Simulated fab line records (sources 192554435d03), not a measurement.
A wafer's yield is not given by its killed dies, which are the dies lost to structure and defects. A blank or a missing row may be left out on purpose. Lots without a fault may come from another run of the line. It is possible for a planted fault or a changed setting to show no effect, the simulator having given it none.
Code-filled problem report in 8D (eight disciplines) form    flow n5 finfet    the parts of the form that need people (team, actions taken, sign-off) are left out

1. WHAT IS WRONG
M1_ILD_THK at N5_BEOL_M1_THK_MEAS_01 reads a mean of 82.9 nm on 1 wafer of 1 lot; wafers without a fault read 78.9 nm with a standard deviation of 0.99. Measured from the usual mean, that is +4.0 standard deviations.
First seen on wafer L354.2, day 9 03:51, on film metro-02. Wafers with a number at this step in the record: 28, from 10 lots. The rule behind "out" and "out of limits": a value lying over 4 standard deviations away from the usual mean. Any other wafer with a number is counted as sound.

2. WHAT IT IS, WHAT IT ISN'T
question                     is                is not
which readings at this step  M1_ILD_THK        -
which lots                   L354              L344, L346, L348, L349, L350, L352, L364, L365, L366
which wafers of those lots   L354.2            L354.4, L354.5
read on which gauges         film metro-02     film metro-01
when                         from day 9 03:51  up to then (18 sound wafers); but 9 sound wafers of L364, L365, L366 came after

3. SUSPECTS, AND WHAT RULES EACH OUT
Counting: if a tool at a process step up to the reading ran every lot that is out, it stays a suspect. Sound lots after the first of them don't rule it out here, since some wafers of a struck lot are sound.
- the gauge at N5_BEOL_M1_THK_MEAS_01: kept. All the wafers that are out were read on film metro-02, and no step on other tools shows them out.
- pvd sputter-03 at N5_BEOL_M0_PRE_CLEAN_113 (time 30 s): kept. The lot that is out, L354, ran on it at day 9 01:20; the last sound lot it ran before that was L352, at day 8 07:33.
- pvd sputter-03 at N5_BEOL_M0_SPUTTER_116 (material Cu, target thk 4 nm, time 7.37 s): kept. The lot that is out, L354, ran on it at day 9 02:15; the last sound lot it ran before that was L348, at day 7 10:47.
- pecvd-04 at N5_BEOL_M1_ILD_DEP_00 (deposits SiOC from DEMS/O2, target thk 79 nm, time 15.3 s): kept. The lot that is out, L354, ran on it at day 9 03:47; the last sound lot it ran before that was L352, at day 8 09:54.
Left after counting: pvd sputter-03 at N5_BEOL_M0_PRE_CLEAN_113, pvd sputter-03 at N5_BEOL_M0_SPUTTER_116, pecvd-04 at N5_BEOL_M1_ILD_DEP_00, film metro-02 at N5_BEOL_M1_THK_MEAS_01.

4. THE CAUSE (what the simulator had put in)
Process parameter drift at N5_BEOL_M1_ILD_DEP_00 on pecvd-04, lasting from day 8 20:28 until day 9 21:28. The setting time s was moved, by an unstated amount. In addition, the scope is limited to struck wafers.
After counting, 4 suspects remain, this tool included.

5. THE CHAIN OF EFFECTS, in route order
Each row: a reading whose mean over the struck wafers that have a number lies more than 3 standard deviations from the usual. Only readings for which the record gives a usual standard deviation are gone through. hours: the time from each lot's start at the first step in this table that gives one to its start at this step, as a median over the lots. sigmas: the change in usual standard deviations.
hours  step                    reading     usual    on struck wafers  change  sigmas
0      N5_BEOL_M1_THK_MEAS_01  M1_ILD_THK  78.9 nm  82.9              +4.0    +4.0
Later steps that measure or inspect, where all struck wafers having a row at the step show a number for every such reading and not one has moved that far: N5_BEOL_M4_RC_MEAS_101.

6. HOW IT WOULD HAVE BEEN CAUGHT EARLIER
In this record the first reading out of limits at a measuring or inspecting step was taken at day 9 03:51, 7 hours after the fault began at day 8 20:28.
Tool readings at N5_BEOL_M1_ILD_DEP_00 with a usual standard deviation given in the record: none out on any struck wafer, hence no alarm at a limit of 4 standard deviations on them.
All the lots that are out (1) had begun N5_BEOL_M1_ILD_DEP_00 on pecvd-04 by day 9 03:51. Had the tool been put on hold then, not one of them would have been saved.
